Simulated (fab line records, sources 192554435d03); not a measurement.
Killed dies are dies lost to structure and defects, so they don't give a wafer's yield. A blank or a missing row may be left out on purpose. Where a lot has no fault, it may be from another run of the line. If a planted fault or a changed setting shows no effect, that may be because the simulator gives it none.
Lot-split experiment / flow n5Finfet / on a route of 1938 steps: 7 lots, 21 wafers read

ON THE SPLIT
At N5_BEOL_M8_PEB_09 (peb time 60 s), the setting pebTimeS was moved away from the recipe's 60 s on 8 of the 21 wafers read, by -21.1% to +15.3%. For the rest of the wafers, this setting stayed at what the recipe calls for.

FROM THE SPLIT TO THE READING: what the file shows between them, 11 steps
- N5_BEOL_M8_DEVELOP_10: develop time 30 s
- N5_BEOL_M8_CD_MEAS_11: target cd 38.5 nm
- N5_BEOL_M8_DESCUM_16: chemistry O2, time 7.9 s
- N5_BEOL_M8_ETCH_61: etches SiARC in CF4, target depth 45.5 nm, time 75.8 s
- N5_BEOL_M8_ETCH_62: etches SOC in N2/H2, target depth 110 nm, overetch 22 nm, time 165 s
- N5_BEOL_M8_STRIP_19: strips in O2 (also split here: pressureMtorr)
- N5_BEOL_M8_CD_MEAS_18: pitch 80 nm, target cd 40 nm
- N5_BEOL_M8_COAT_63: time 60 s, resist thk 60 nm
- N5_BEOL_M8_COAT_64: time 60 s, resist thk 12 nm
- N5_BEOL_M8_PRECLEAN_42: cleans in residue remover, time 60 s
- N5_BEOL_M8_SRD_43: time 30 s

THE READING
cdNm at N5_BEOL_M8_CD_MEAS_35, given in nm (cd target 40 nm). Typical for fault-free wafers on this fab line: 40.2 nm, with standard deviation 0.57 nm.

wafer=L076.2; tool, chamber at the split=lithoTrack-02, 0; pebTimeS as run, s=60; against the recipe=recipe; cdNm, nm=39.0; against lot-mates on the recipe=-
wafer=L076.4; tool, chamber at the split=lithoTrack-02, 0; pebTimeS as run, s=53.94; against the recipe=-10.1%; cdNm, nm=37.9; against lot-mates on the recipe=-1.1
wafer=L076.6; tool, chamber at the split=lithoTrack-02, 0; pebTimeS as run, s=53.94; against the recipe=-10.1%; cdNm, nm=37.4; against lot-mates on the recipe=-1.6
wafer=L078.1; tool, chamber at the split=lithoTrack-03, 0; pebTimeS as run, s=47.69; against the recipe=-20.5%; cdNm, nm=34.3; against lot-mates on the recipe=-6.7
wafer=L078.3; tool, chamber at the split=lithoTrack-03, 0; pebTimeS as run, s=60; against the recipe=recipe; cdNm, nm=41.2; against lot-mates on the recipe=-
wafer=L078.5; tool, chamber at the split=lithoTrack-03, 0; pebTimeS as run, s=60; against the recipe=recipe; cdNm, nm=40.8; against lot-mates on the recipe=-
wafer=L077.2; tool, chamber at the split=lithoTrack-03, 0; pebTimeS as run, s=60; against the recipe=recipe; cdNm, nm=40.3; against lot-mates on the recipe=-
wafer=L077.3; tool, chamber at the split=lithoTrack-03, 0; pebTimeS as run, s=47.32; against the recipe=-21.1%; cdNm, nm=33.5; against lot-mates on the recipe=-6.8
wafer=L077.5; tool, chamber at the split=lithoTrack-03, 0; pebTimeS as run, s=47.32; against the recipe=-21.1%; cdNm, nm=34.2; against lot-mates on the recipe=-6.1
wafer=L079.3; tool, chamber at the split=lithoTrack-02, 0; pebTimeS as run, s=60; against the recipe=recipe; cdNm, nm=39.2; against lot-mates on the recipe=-
wafer=L079.4; tool, chamber at the split=lithoTrack-02, 0; pebTimeS as run, s=60; against the recipe=recipe; cdNm, nm=41.0; against lot-mates on the recipe=-
wafer=L079.6; tool, chamber at the split=lithoTrack-02, 0; pebTimeS as run, s=60; against the recipe=recipe; cdNm, nm=40.9; against lot-mates on the recipe=-
wafer=L083.2; tool, chamber at the split=lithoTrack-03, 0; pebTimeS as run, s=47.56; against the recipe=-20.7%; cdNm, nm=33.8; against lot-mates on the recipe=-6.5
wafer=L083.3; tool, chamber at the split=lithoTrack-03, 0; pebTimeS as run, s=60; against the recipe=recipe; cdNm, nm=40.3; against lot-mates on the recipe=-
wafer=L083.6; tool, chamber at the split=lithoTrack-03, 0; pebTimeS as run, s=47.56; against the recipe=-20.7%; cdNm, nm=33.7; against lot-mates on the recipe=-6.6
wafer=L093.2; tool, chamber at the split=lithoTrack-02, 0; pebTimeS as run, s=60; against the recipe=recipe; cdNm, nm=40.2; against lot-mates on the recipe=-
wafer=L093.4; tool, chamber at the split=lithoTrack-02, 0; pebTimeS as run, s=60; against the recipe=recipe; cdNm, nm=39.8; against lot-mates on the recipe=-
wafer=L093.6; tool, chamber at the split=lithoTrack-02, 0; pebTimeS as run, s=60; against the recipe=recipe; cdNm, nm=40.6; against lot-mates on the recipe=-
wafer=L096.2; tool, chamber at the split=lithoTrack-02, 0; pebTimeS as run, s=60; against the recipe=recipe; cdNm, nm=39.2; against lot-mates on the recipe=-
wafer=L096.3; tool, chamber at the split=lithoTrack-02, 0; pebTimeS as run, s=69.17; against the recipe=+15.3%; cdNm, nm=44.0; against lot-mates on the recipe=+4.2
wafer=L096.6; tool, chamber at the split=lithoTrack-02, 0; pebTimeS as run, s=60; against the recipe=recipe; cdNm, nm=40.4; against lot-mates on the recipe=-

FIT RESULTS
A straight line over all 21 wafers: cdNm changes by +0.292 nm for each +1% of pebTimeS; r = +0.98; the points scatter about the line by 0.64 nm.
The same after taking each lot's own level away (the mean of its wafers on the recipe; 21 wafers): +0.299 nm for each +1%; r = +0.97; scatter 0.72 nm.
On that fit, the largest move of pebTimeS shifts the reading by 6.3 nm.
The lots' own levels span 39.00 to 41.00 nm, that is 3.5 times the standard deviation above.
Hence the lot-to-lot level has little effect on the slope; both slopes agree.
Check: for one of the wafers moved furthest among these (-21.1%), held out of the fit, the line's prediction against its lot-mates is -6.13 nm. It came out at -6.8 nm against them.

THE OTHER SPLITS THESE WAFERS WENT THROUGH
Before the reading, these wafers also passed through other splits. Each is held against what the fit with the lots' levels taken away leaves over:
other split on the same wafers=N5_BEOL_M8_STRIP_19 pressureMtorr; wafers away from the commonest value=12; r with cdNm (lot level and that fit taken away)=+0.38

THE WHOLE CHAIN: every reading that the file lists as answering this split, in the file's order
step=N5_BEOL_M8_CD_MEAS_11; what it does=target cd 38.5 nm; reading=cdNm; change (the file's fit)=+0.285 nm for each +1% of the setting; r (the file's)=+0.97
step=N5_BEOL_M8_ETCH_61; what it does=etches SiARC in CF4, target depth 45.5 nm, time 75.8 s; reading=BEOL_M8.cdOffsetNm (the simulator's own value, which no gauge read); change (the file's fit)=+0.291 nm for each +1% of the setting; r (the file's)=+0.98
step=N5_BEOL_M8_ETCH_62; what it does=etches SOC in N2/H2, target depth 110 nm, overetch 22 nm, time 165 s; reading=BEOL_M8.cdOffsetNm (the simulator's own value, which no gauge read); change (the file's fit)=+0.302 nm for each +1% of the setting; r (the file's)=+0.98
step=N5_BEOL_M8_CD_MEAS_18; what it does=pitch 80 nm, target cd 40 nm; reading=cdNm; change (the file's fit)=+0.289 nm for each +1% of the setting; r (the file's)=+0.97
step=N5_BEOL_M8_CD_MEAS_35; what it does=target cd 40 nm; reading=cdNm; change (the file's fit)=+0.299 nm for each +1% of the setting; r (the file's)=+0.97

FILE'S OWN FIT
cdNm changes by +0.299 nm for each +1% of pebTimeS, r = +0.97.
